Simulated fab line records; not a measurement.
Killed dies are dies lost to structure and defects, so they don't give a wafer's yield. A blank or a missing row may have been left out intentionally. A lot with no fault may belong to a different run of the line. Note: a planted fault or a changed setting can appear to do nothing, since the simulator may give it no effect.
2 desks, one fault :: flow n5-finfet :: every desk sees just its own numbers, and what lay behind them comes last

## FOR THE TOOL OWNER'S DESK: pecvd-04
The tool's own readings at N5_GATE_CUT_HM_DEP_46 (deposits SiO2 from TEOS/O2, target thk 130 nm, time 26.6 s): means of the sampled wafers that have a number, for each lot that ran on this tool. The brackets show how far a lot's mean lies from the usual mean; more than 4 standard deviations puts the lot out of limits, marked OUT.
Columns: A = heater-power-outer-w at N5_GATE_CUT_HM_DEP_46, usual 290 W; B = heater-power-w at N5_GATE_CUT_HM_DEP_46, usual 542 W; C = showerhead-plenum-p-Torr at N5_GATE_CUT_HM_DEP_46, usual 8.343 Torr; D = showerhead-vpp-V at N5_GATE_CUT_HM_DEP_46, usual 1822 V; E = throttle-valve-pct at N5_GATE_CUT_HM_DEP_46, usual 18.4 %
lot: L763
first seen here: day 7 18:31
A: 258
B: 539
C: 8.341
D: 1837
E: 18.6

lot: L767
first seen here: day 8 17:19
A: 300
B: 540
C: 8.319
D: 1841
E: 17.5

lot: L769
first seen here: day 9 13:47
A: 272
B: 510
C: 8.319
D: 1842
E: 17.7
Result from this desk: across the 3 lots, nothing is out of limits.

## METROLOGY DESK
Means of the sampled wafers that have a number, per lot and without regard to the tool the lot ran on: this is what the gauges read. The brackets show how far a lot's mean lies from the usual mean; more than 4 standard deviations puts the lot out of limits, marked OUT. Shown here are 7 of its 10 readings, the ones lying furthest out on some lot.
Columns: A = DIBL_N at N5_BEOL_M4_RC_MEAS_101, usual 35.7 mV/V; B = IOFF_N at N5_BEOL_M4_RC_MEAS_101, usual 0.155 nA/um; C = IOFF_P at N5_BEOL_M4_RC_MEAS_101, usual 0.20 nA/um; D = ION_P at N5_BEOL_M4_RC_MEAS_101, usual 462 uA/um; E = SS_N at N5_BEOL_M4_RC_MEAS_101, usual 71.3 mV/dec; F = VT_N at N5_BEOL_M4_RC_MEAS_101, usual 250 mV; G = VT_P at N5_BEOL_M4_RC_MEAS_101, usual -251 mV
lot: L763
first seen here: day 11 15:49
A: 37.3
B: 0.175
C: 0.21
D: 461
E: 71.7
F: 250
G: -252

lot: L767
first seen here: day 12 03:33
A: 35.5
B: 0.162
C: 0.21
D: 470
E: 71.2
F: 246
G: -250

lot: L769
first seen here: day 12 22:02
A: 35.6
B: 0.136
C: 0.21
D: 460
E: 71.2
F: 254
G: -250

lot: L768
first seen here: day 13 04:56
A: 33.8
B: 0.131
C: 0.15
D: 454
E: 71.0
F: 252
G: -258
Result from this desk: across the 4 lots, nothing is out of limits.

## BROUGHT TOGETHER
Nothing out of limits was seen by the tool owner's desk.
From the metrology desk's view, nothing was out of limits.

## WHAT THE SIMULATOR PUT IN
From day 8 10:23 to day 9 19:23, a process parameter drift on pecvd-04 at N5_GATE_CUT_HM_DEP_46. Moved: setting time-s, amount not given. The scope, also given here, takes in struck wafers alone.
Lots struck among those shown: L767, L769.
